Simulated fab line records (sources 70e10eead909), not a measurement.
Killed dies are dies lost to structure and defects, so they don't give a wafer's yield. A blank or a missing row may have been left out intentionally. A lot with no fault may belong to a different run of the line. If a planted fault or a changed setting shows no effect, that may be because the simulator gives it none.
A lot that was struck, set against a sound lot :: flow nandHarc :: 22 steps out of a route of 1302
Sound: these wafers, L778.1, L778.4, L778.6. Struck: wafer L788.1. (L788.2, L788.6 of the same lot were not struck and are left out.) The cause comes at the end.
At each step with rows: each side's tool, then ch and its chambers, then its first start. Under that, the readings that differ: sound wafers :: struck wafers :: difference of the means :: sigmas: that difference in standard deviations of wafers without a fault.
alike: readings whose means differ by less than 2 such deviations, and words and numbers that are the same on both sides. not compared: withheld readings, readings that some wafer has no value for, bounds like >300 that may hide the same value, and numbers for which the record gives no deviation and whose values overlap.
Wherever a step has rows on one side only, a row that says differs or no value, or a row with sigmas, the two part there. Numbers that don't overlap but have no deviation are shown without sigmas and don't part them. A reading that every wafer of one side lacks parts them only if that side has two wafers or more.

NHARC_A_CHANNEL_HOLE_D2_CD_MEAS_18:
  sound: cdSem-03 at day 13 11:49; struck: cdSem-01 at day 17 16:59
  alike: cdNm
then, 3 steps without rows for these wafers: NHARC_A_CHANNEL_HOLE_D2_ETCH_19 (etches the open film in C4F8/O2/Ar, time 34.5 s); NHARC_A_CHANNEL_HOLE_D2_ETCH_20 (etches the open film in C4F8/O2/Ar, time 361.9 s, target depth 1600 nm); NHARC_A_CHANNEL_HOLE_D2_ETCH_21 (etches the open film in C4F8/O2/Ar, time 514.3 s, target depth 1600 nm).
NHARC_A_CHANNEL_HOLE_D2_ETCH_22: etches the open film in C4F8/O2/Ar, time 666.7 s, target depth 1600 nm.
  sound on harEtch-02 ch 1, day 13 15:10; struck on harEtch-01 ch 1, day 17 22:58
  alike: drypumpMotorCurrentA, showerheadPlenumPTorr, throttleValvePct
  not compared: rfHoursCounterH
then, 1 step without rows for these wafers: NHARC_A_CHANNEL_HOLE_D2_ETCH_23 (etches the open film in C4F8/O2/Ar, time 819 s, target depth 1600 nm).
NHARC_A_CHANNEL_HOLE_D2_ETCH_24: etches the open film in C4F8/O2/Ar, time 906.2 s, target depth 1500 nm.
  sound on harEtch-02 ch 1, day 13 16:25; struck on harEtch-01 ch 1, day 18 00:14
  alike: drypumpMotorCurrentA, showerheadPlenumPTorr, throttleValvePct
  not compared: rfHoursCounterH
then, 1 step without rows for these wafers: NHARC_A_CHANNEL_HOLE_D2_ETCH_25 (etches the open film in C4F8/O2/Ar, time 1040.2 s, target depth 1500 nm).
NHARC_A_CHANNEL_HOLE_D2_ETCH_26: etches the open film in C4F8/O2/Ar, time 224.1 s, target depth 300 nm.
  sound on harEtch-02 ch 1, day 13 18:03; struck on harEtch-01 ch 1, day 18 01:53
  alike: drypumpMotorCurrentA, showerheadPlenumPTorr, throttleValvePct
  not compared: rfHoursCounterH
NHARC_A_CHANNEL_HOLE_D2_ETCH_27: etches the open film in C4F8/O2/Ar, time 90 s, target depth 400 nm.
  sound on harEtch-02 ch 1, day 13 18:15; struck on harEtch-01 ch 1, day 18 02:05
  alike: drypumpMotorCurrentA, showerheadPlenumPTorr, throttleValvePct
  not compared: rfHoursCounterH
then, 2 steps without rows for these wafers: NHARC_A_CHANNEL_HOLE_D2_STRIP_41 (strips in N2/H2); NHARC_A_CHANNEL_HOLE_D2_STRIP_42 (strips in CF4/CHF3).
NHARC_A_CHANNEL_HOLE_D2_STRIP_43: strips in O2/COS.
  sound on rieDiel-12 ch 1,2,3, day 13 18:56; struck on rieDiel-12 ch 0,1,3, day 18 02:47
then, 1 step without rows for these wafers: NHARC_A_CHANNEL_HOLE_D2_ETCH_44 (etches the open film in CF4/O2, target depth 140 nm, overetch 14 nm, time 77 s).
NHARC_A_CHANNEL_HOLE_D2_STRIP_28: strips in O2.
  sound: rieDiel-12 ch 0,2,3; struck: rieDiel-12 ch 0
  alike: drypumpMotorCurrentA, oesProductAu, rfVppV, showerheadPlenumPTorr, throttleValvePct
  not compared: rfHoursCounterH
then, 2 steps without rows for these wafers: NHARC_A_CHANNEL_HOLE_D2_PRECLEAN_29 (cleans in SC1); NHARC_A_CHANNEL_HOLE_D2_SRD_30.
NHARC_A_CHANNEL_HOLE_D2_CD_MEAS_31:
  sound: cdSem-03 at day 13 19:47; struck: cdSem-01 at day 18 03:49
  alike: cdNm
after that, 1 step had no rows for these wafers: NHARC_A_CHANNEL_HOLE_D2_XSEM_32.
NHARC_A_CHANNEL_HOLE_D2_INSPECT_40:
  sound: defectInspect-02 at day 13 19:59; struck: defectInspect-02 at day 18 04:00
reading: rawDefectCount
sound: 224 195 225
struck: 782
difference: +567
sigmas: +7
then, 1 step without rows for these wafers: NHARC_A_CHANNEL_FILL_D2_PRECLEAN_00 (cleans in SC1).
-- break in the record here, with 11 days between the starts of the struck wafers on either side (left off in module A_CHANNEL_FILL_D2, picked up again in module END, where the first step shown is number 1302 on the route) --
NHARC_END_SORT_01:
  at this point the record logs the struck wafers (prober-01 ch 0, day 29 00:47) and has no rows for the sound ones

WHERE THEY PART
Earliest at NHARC_A_CHANNEL_HOLE_D2_INSPECT_40; latest, in this record, at NHARC_END_SORT_01.

WHY: what had been put in by the simulator
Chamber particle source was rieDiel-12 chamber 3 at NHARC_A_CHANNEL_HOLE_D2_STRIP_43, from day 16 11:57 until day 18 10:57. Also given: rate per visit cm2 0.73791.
